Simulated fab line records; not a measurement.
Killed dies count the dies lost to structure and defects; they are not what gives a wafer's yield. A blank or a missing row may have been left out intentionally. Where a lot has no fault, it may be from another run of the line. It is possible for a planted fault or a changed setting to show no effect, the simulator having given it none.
Which tool did it? || flow nand-harc || Sampling: 13 lots, 39 wafers, 5 of 1302 route steps

== WHAT THE GAUGES READ, wafer by wafer ==
NHARC_END_SORT_01.
{"lot": "L629", "measured": "day 25 04:48", "on": "prober-01", "killed-at-array": "58 48 52", "killed-at-other": "0 1 0", "killed-at-periphery": "3 2 1", "killed-dies": "61 51 53", "killed-open": "2 2 4", "killed-short": "5 3 1"}
{"lot": "L631", "measured": "day 25 17:52", "on": "prober-02", "killed-at-array": "48 37 41", "killed-at-other": "1 4 2", "killed-at-periphery": "1 6 7", "killed-dies": "50 47 50", "killed-open": "2 5 3", "killed-short": "3 0 1"}
{"lot": "L634", "measured": "day 31 09:53", "on": "prober-02", "killed-at-array": "65 82 65", "killed-at-other": "3 4 2", "killed-at-periphery": "1 0 3", "killed-dies": "69 86 70", "killed-open": "6 2 6", "killed-short": "2 7 4"}
{"lot": "L633", "measured": "day 31 01:16", "on": "prober-01", "killed-at-array": "72 76", "killed-at-other": "1 0", "killed-at-periphery": "8 9", "killed-dies": "81 85", "killed-open": "4 3", "killed-short": "2 1"}
{"lot": "L640", "measured": "day 32 00:43", "on": "prober-02", "killed-at-array": "61 54 64", "killed-at-other": "2 1 1", "killed-at-periphery": "1 2 2", "killed-dies": "64 57 67", "killed-open": "1 2 1", "killed-short": "1 0 2"}

== WHICH TOOL RAN EACH LOT (tool, then ch and the chambers of the sampled wafers, then the start) ==
{"lot": "L627", "NHARC_A_STAIRCASE_ETCH_253": "rie-diel-10 ch 0,2,3, day 15 19:19", "NHARC_A_STAIRCASE_HM_DEP_456": "acl-dep-01 ch 0, day 15 21:11", "NHARC_A_STAIRCASE_DEP_259": "pecvd-04 ch 0,1,2, day 15 23:04", "NHARC_A_STAIRCASE_EXPOSE_286": "krf-scanner-02 ch 0, day 16 05:34"}
{"lot": "L628", "NHARC_A_STAIRCASE_ETCH_253": "rie-diel-04 ch 1,3, day 16 23:35", "NHARC_A_STAIRCASE_HM_DEP_456": "acl-dep-02 ch 0, day 17 00:52", "NHARC_A_STAIRCASE_DEP_259": "pecvd-02 ch 0,2, day 17 02:25", "NHARC_A_STAIRCASE_EXPOSE_286": "krf-scanner-02 ch 0, day 17 08:49"}
{"lot": "L629", "NHARC_A_STAIRCASE_ETCH_253": "rie-diel-10 ch 0,2, day 17 00:52", "NHARC_A_STAIRCASE_HM_DEP_456": "acl-dep-03 ch 0, day 17 03:35", "NHARC_A_STAIRCASE_DEP_259": "pecvd-02 ch 0,2, day 17 05:35", "NHARC_A_STAIRCASE_EXPOSE_286": "krf-scanner-03 ch 0, day 17 16:00"}
{"lot": "L631", "NHARC_A_STAIRCASE_ETCH_253": "rie-diel-04 ch 1,2,3, day 17 10:48", "NHARC_A_STAIRCASE_HM_DEP_456": "acl-dep-02 ch 0, day 17 15:16", "NHARC_A_STAIRCASE_DEP_259": "pecvd-01 ch 0,1,2, day 17 16:32", "NHARC_A_STAIRCASE_EXPOSE_286": "krf-scanner-04 ch 0, day 17 22:58"}
{"lot": "L630", "NHARC_A_STAIRCASE_ETCH_253": "rie-diel-04 ch 1,2,3, day 17 19:37", "NHARC_A_STAIRCASE_HM_DEP_456": "acl-dep-02 ch 0, day 17 21:29", "NHARC_A_STAIRCASE_DEP_259": "pecvd-02 ch 0,1, day 17 22:46", "NHARC_A_STAIRCASE_EXPOSE_286": "krf-scanner-03 ch 0, day 18 05:36"}
{"lot": "L632", "NHARC_A_STAIRCASE_ETCH_253": "rie-diel-03 ch 0,1, day 17 20:16", "NHARC_A_STAIRCASE_HM_DEP_456": "acl-dep-01 ch 0, day 17 22:19", "NHARC_A_STAIRCASE_DEP_259": "pecvd-04 ch 0,1,2, day 18 00:11", "NHARC_A_STAIRCASE_EXPOSE_286": "krf-scanner-03 ch 0, day 18 06:31"}
{"lot": "L634", "NHARC_A_STAIRCASE_ETCH_253": "rie-diel-03 ch 1,2,3, day 18 17:13", "NHARC_A_STAIRCASE_HM_DEP_456": "acl-dep-03 ch 0, day 18 18:25", "NHARC_A_STAIRCASE_DEP_259": "pecvd-04 ch 0,1,2, day 18 20:02", "NHARC_A_STAIRCASE_EXPOSE_286": "krf-scanner-03 ch 0, day 19 03:26"}
{"lot": "L633", "NHARC_A_STAIRCASE_ETCH_253": "rie-diel-03 ch 2,3, day 19 00:37", "NHARC_A_STAIRCASE_HM_DEP_456": "acl-dep-01 ch 0, day 19 06:31", "NHARC_A_STAIRCASE_DEP_259": "pecvd-01 ch 1,2, day 19 08:26", "NHARC_A_STAIRCASE_EXPOSE_286": "krf-scanner-03 ch 0, day 19 16:54"}
{"lot": "L640", "NHARC_A_STAIRCASE_ETCH_253": "rie-diel-10 ch 1,2,3, day 21 08:29", "NHARC_A_STAIRCASE_HM_DEP_456": "acl-dep-01 ch 0, day 21 10:17", "NHARC_A_STAIRCASE_DEP_259": "pecvd-04 ch 0,1,2, day 21 12:08", "NHARC_A_STAIRCASE_EXPOSE_286": "krf-scanner-04 ch 0, day 21 18:41"}
{"lot": "L642", "NHARC_A_STAIRCASE_ETCH_253": "rie-diel-10 ch 0,1, day 22 16:43", "NHARC_A_STAIRCASE_HM_DEP_456": "acl-dep-01 ch 0, day 22 20:11", "NHARC_A_STAIRCASE_DEP_259": "pecvd-04 ch 1,2, day 22 22:05", "NHARC_A_STAIRCASE_EXPOSE_286": "krf-scanner-03 ch 0, day 23 07:12"}
{"lot": "L643", "NHARC_A_STAIRCASE_ETCH_253": "rie-diel-04 ch 0,3, day 22 20:20", "NHARC_A_STAIRCASE_HM_DEP_456": "acl-dep-02 ch 0, day 23 00:26", "NHARC_A_STAIRCASE_DEP_259": "pecvd-02 ch 0,2, day 23 01:42", "NHARC_A_STAIRCASE_EXPOSE_286": "krf-scanner-03 ch 0, day 23 09:10"}
{"lot": "L646", "NHARC_A_STAIRCASE_ETCH_253": "rie-diel-10 ch 1,2, day 24 11:47", "NHARC_A_STAIRCASE_HM_DEP_456": "acl-dep-01 ch 0, day 24 13:38", "NHARC_A_STAIRCASE_DEP_259": "pecvd-01 ch 1,2, day 24 15:34", "NHARC_A_STAIRCASE_EXPOSE_286": "krf-scanner-02 ch 0, day 25 00:46"}
{"lot": "L648", "NHARC_A_STAIRCASE_ETCH_253": "rie-diel-04 ch 1,2, day 24 15:43", "NHARC_A_STAIRCASE_HM_DEP_456": "acl-dep-01 ch 0, day 24 17:40", "NHARC_A_STAIRCASE_DEP_259": "pecvd-02 ch 0,1,2, day 24 19:15", "NHARC_A_STAIRCASE_EXPOSE_286": "krf-scanner-02 ch 0, day 25 01:52"}
- NHARC_A_STAIRCASE_ETCH_253: etches the open film in C4F8/O2, target depth 50 nm, time 20.2 s.
- NHARC_A_STAIRCASE_HM_DEP_456: deposits aC, target thk 3100 nm.
- NHARC_A_STAIRCASE_DEP_259: deposits SiON, target thk 30 nm.
- NHARC_A_STAIRCASE_EXPOSE_286: exposes mask CHOP 100.

== WHAT THE TOOLS THEMSELVES READ (means of the sampled wafers that have a number; where no wafer has one, the mark that the record gives instead) ==
NHARC_A_STAIRCASE_ETCH_253.
{"lot": "L627", "tool": "rie-diel-10", "oes-product-au (a.u.)": 0.947, "rf-vpp-V (V)": 895}
{"lot": "L628", "tool": "rie-diel-04", "oes-product-au (a.u.)": 0.968, "rf-vpp-V (V)": 891}
{"lot": "L629", "tool": "rie-diel-10", "oes-product-au (a.u.)": 0.948, "rf-vpp-V (V)": 893}
{"lot": "L631", "tool": "rie-diel-04", "oes-product-au (a.u.)": 0.924, "rf-vpp-V (V)": 891}
{"lot": "L630", "tool": "rie-diel-04", "oes-product-au (a.u.)": 0.961, "rf-vpp-V (V)": 890}
{"lot": "L632", "tool": "rie-diel-03", "oes-product-au (a.u.)": 0.953, "rf-vpp-V (V)": 906}
{"lot": "L634", "tool": "rie-diel-03", "oes-product-au (a.u.)": 0.971, "rf-vpp-V (V)": 902}
{"lot": "L633", "tool": "rie-diel-03", "oes-product-au (a.u.)": 0.958, "rf-vpp-V (V)": 899}
{"lot": "L640", "tool": "rie-diel-10", "oes-product-au (a.u.)": 0.964, "rf-vpp-V (V)": 897}
{"lot": "L642", "tool": "rie-diel-10", "oes-product-au (a.u.)": 0.960, "rf-vpp-V (V)": 898}
{"lot": "L643", "tool": "rie-diel-04", "oes-product-au (a.u.)": 0.917, "rf-vpp-V (V)": 890}
{"lot": "L646", "tool": "rie-diel-10", "oes-product-au (a.u.)": 0.970, "rf-vpp-V (V)": 899}
{"lot": "L648", "tool": "rie-diel-04", "oes-product-au (a.u.)": 0.939, "rf-vpp-V (V)": 891}

NHARC_A_STAIRCASE_HM_DEP_456.
{"lot": "L627", "tool": "acl-dep-01", "throttle-valve-pct (%)": 34.993}
{"lot": "L628", "tool": "acl-dep-02", "throttle-valve-pct (%)": 35.010}
{"lot": "L629", "tool": "acl-dep-03", "throttle-valve-pct (%)": 34.993}
{"lot": "L631", "tool": "acl-dep-02", "throttle-valve-pct (%)": 34.998}
{"lot": "L630", "tool": "acl-dep-02", "throttle-valve-pct (%)": 34.985}
{"lot": "L632", "tool": "acl-dep-01", "throttle-valve-pct (%)": 35.015}
{"lot": "L634", "tool": "acl-dep-03", "throttle-valve-pct (%)": 35.001}
{"lot": "L633", "tool": "acl-dep-01", "throttle-valve-pct (%)": 34.994}
{"lot": "L640", "tool": "acl-dep-01", "throttle-valve-pct (%)": 35.005}
{"lot": "L642", "tool": "acl-dep-01", "throttle-valve-pct (%)": 35.004}
{"lot": "L643", "tool": "acl-dep-02", "throttle-valve-pct (%)": 34.997}
{"lot": "L646", "tool": "acl-dep-01", "throttle-valve-pct (%)": 35.000}
{"lot": "L648", "tool": "acl-dep-01", "throttle-valve-pct (%)": 34.995}

NHARC_A_STAIRCASE_DEP_259.
{"lot": "L627", "tool": "pecvd-04", "heater-power-w (W)": 844}
{"lot": "L628", "tool": "pecvd-02", "heater-power-w (W)": 721}
{"lot": "L629", "tool": "pecvd-02", "heater-power-w (W)": 714}
{"lot": "L631", "tool": "pecvd-01", "heater-power-w (W)": 758}
{"lot": "L630", "tool": "pecvd-02", "heater-power-w (W)": 852}
{"lot": "L632", "tool": "pecvd-04", "heater-power-w (W)": 829}
{"lot": "L634", "tool": "pecvd-04", "heater-power-w (W)": 834}
{"lot": "L633", "tool": "pecvd-01", "heater-power-w (W)": 764}
{"lot": "L640", "tool": "pecvd-04", "heater-power-w (W)": 790}
{"lot": "L642", "tool": "pecvd-04", "heater-power-w (W)": 835}
{"lot": "L643", "tool": "pecvd-02", "heater-power-w (W)": 749}
{"lot": "L646", "tool": "pecvd-01", "heater-power-w (W)": 736}
{"lot": "L648", "tool": "pecvd-02", "heater-power-w (W)": 802}

NHARC_A_STAIRCASE_EXPOSE_286.
{"lot": "L627", "tool": "krf-scanner-02", "exposure-dose-mJ-cm2": 24.979}
{"lot": "L628", "tool": "krf-scanner-02", "exposure-dose-mJ-cm2": 24.987}
{"lot": "L629", "tool": "krf-scanner-03", "exposure-dose-mJ-cm2": 25.020}
{"lot": "L631", "tool": "krf-scanner-04", "exposure-dose-mJ-cm2": 25.034}
{"lot": "L630", "tool": "krf-scanner-03", "exposure-dose-mJ-cm2": 25.011}
{"lot": "L632", "tool": "krf-scanner-03", "exposure-dose-mJ-cm2": 25.000}
{"lot": "L634", "tool": "krf-scanner-03", "exposure-dose-mJ-cm2": 25.013}
{"lot": "L633", "tool": "krf-scanner-03", "exposure-dose-mJ-cm2": 18.947}
{"lot": "L640", "tool": "krf-scanner-04", "exposure-dose-mJ-cm2": 25.009}
{"lot": "L642", "tool": "krf-scanner-03", "exposure-dose-mJ-cm2": 18.961}
{"lot": "L643", "tool": "krf-scanner-03", "exposure-dose-mJ-cm2": 18.940}
{"lot": "L646", "tool": "krf-scanner-02", "exposure-dose-mJ-cm2": 25.011}
{"lot": "L648", "tool": "krf-scanner-02", "exposure-dose-mJ-cm2": 24.970}

== THE ANSWER, worked out from the rows above alone ==
Rule: usual is defined by the lots themselves. Put in order of their means at a reading, lots are off if they are a third of the lots or fewer, leave a main group of 4 or more, and stand apart from it by a gap of 3 or more times the standard deviation of the main group's means; of several such gaps the widest counts. A main group whose means are all the same, to the digits that the tables above print for the reading, isn't used. A lot without any number at a reading at which 4 lots or more have one is off too. The other lots that the step has rows for count as sound. The gauges are gone through in route order, then the tools' own readings, and for those a lot's mean is taken as printed above. The first step at which some lot is off is used, and at that step the reading that is off furthest; a lot without a number counts as furthest.
Off at NHARC_A_STAIRCASE_EXPOSE_286 (exposure-dose-mJ-cm2): L633, L642, L643. Mean 25.003 and standard deviation 0.019 in the main group.
A tool fits if, at that step or a process step before it, it ran every lot that is off, and no sound lot after the first of them. One fits: krf-scanner-03 at NHARC_A_STAIRCASE_EXPOSE_286. A fault onset in the window from L634 (day 19 03:26, its last sound lot) to L633 (day 19 16:54, its first lot off) fits.
The tool's own readings at NHARC_A_STAIRCASE_EXPOSE_286 bear it out: on the lots that are off they differ by more than 5 times the standard deviation of the sound lots' means. exposure-dose-mJ-cm2 reads 18.949 there against 25.003 on the sound lots.

== WHAT WAS PUT IN BY THE SIMULATOR ==
Drift in process parameters on krf-scanner-03 at NHARC_A_STAIRCASE_EXPOSE_286, starting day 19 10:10. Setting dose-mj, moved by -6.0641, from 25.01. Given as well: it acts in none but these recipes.
Struck lots among those shown: L633, L642, L643. Same finding as the rule above.
